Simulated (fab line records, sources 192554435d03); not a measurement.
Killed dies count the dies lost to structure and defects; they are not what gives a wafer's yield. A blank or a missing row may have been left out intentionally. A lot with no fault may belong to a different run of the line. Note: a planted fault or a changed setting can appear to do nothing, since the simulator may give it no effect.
A struck lot beside a sound one :: flow n5_finfet :: 15 steps out of a route of 1938
Sound: wafers L342.3, L342.4, L342.6. Struck: wafer L346.1. At the end, the cause is stated.
At each step with rows: each side's tool, then ch and its chambers, then its first start. Under that, the readings that differ: sound wafers :: struck wafers :: difference of the means :: sigmas: that difference in standard deviations of wafers without a fault.
alike: readings with means less than 2 such deviations apart, plus words and numbers identical on both sides. not compared: withheld readings, readings lacking a value on some wafer, bounds such as >300 that could conceal the same value, and numbers that have no deviation in the record and whose values overlap.
A row with sigmas, a row that says differs or no value, or rows on one side alone: a step with any of these is where the two part. When numbers do not overlap yet have no deviation, they are printed without sigmas and do not part them. A reading that every wafer of one side lacks parts them only if that side has two wafers or more.

first, 8 steps without rows for these wafers: N5_HKMG_FIN_COAT_41 (time 60 s, resist thk 300 nm); N5_HKMG_FIN_COAT_42 (time 60 s, resist thk 35 nm); N5_HKMG_FIN_COAT_43 (resist thk 90 nm); N5_HKMG_FIN_EBR_45; N5_HKMG_FIN_SOFTBAKE_44 (time 60 s); N5_HKMG_FIN_EXPOSE_46 (exposes mask NDIPOLE); N5_HKMG_FIN_PEB_47 (peb time 60 s); N5_HKMG_FIN_DEVELOP_48 (develop time 30 s).
N5_HKMG_FIN_CD_MEAS_49: target cd 202 nm.
  sound on cd_sem-01 ch 0, day 5 06:52; struck on cd_sem-03 ch 0, day 6 02:01
  alike: cd_nm
N5_HKMG_FIN_OVL_MEAS_50:
  sound on overlay-02 ch 0, day 5 06:54; struck on overlay-02 ch 0, day 6 02:03
  alike: NDIPOLE_OVL
N5_HKMG_FIN_INSPECT_61: inspects for defects (macro).
  sound on defect_inspect-01 at day 5 06:56; struck on defect_inspect-02 at day 6 02:05
  alike: raw_defect_count
N5_HKMG_FIN_DESCUM_53: chemistry O2, time 7.9 s.
  sound on rie_diel-04 ch 1,2, day 5 06:59; struck on rie_diel-04 ch 2, day 6 02:13
  alike: drypump_motor_current_A, oes_product_au, rf_vpp_V, showerhead_plenum_p_Torr, throttle_valve_pct
  not compared: rf_hours_counter_h
N5_HKMG_FIN_ETCH_54: etches SiARC in CF4, target depth 45.5 nm, time 75.8 s.
  sound on rie_diel-04 ch 1,2, day 5 07:02; struck on rie_diel-04 ch 2, day 6 02:14
reading: etch_rf_on_time_s (s)
sound: 77.9 73.9 78.0
struck: 122.4
difference: +45.8
sigmas: +25
  alike: drypump_motor_current_A, mfc_ar_sccm, oes_product_au, rf_vpp_V, showerhead_plenum_p_Torr, throttle_valve_pct
  not compared: rf_hours_counter_h
N5_HKMG_FIN_ETCH_55: etches SOC in N2/H2, target depth 240 nm, time 300 s.
  sound on rie_diel-04 ch 1,2, day 5 07:05; struck on rie_diel-04 ch 2, day 6 02:18
  alike: drypump_motor_current_A, oes_product_au, rf_vpp_V, showerhead_plenum_p_Torr, throttle_valve_pct
  not compared: rf_hours_counter_h
N5_PASSIVATION_PROBE_49:
  sound wafers here have rows in the record (prober-01, day 14 05:00); struck ones have none

WHERE THEY PART
Earliest at N5_HKMG_FIN_ETCH_54; latest, in this record, at N5_PASSIVATION_PROBE_49.

WHY: what had been put in by the simulator
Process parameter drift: rie_diel-04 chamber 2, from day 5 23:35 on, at N5_HKMG_FIN_ETCH_54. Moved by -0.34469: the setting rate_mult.
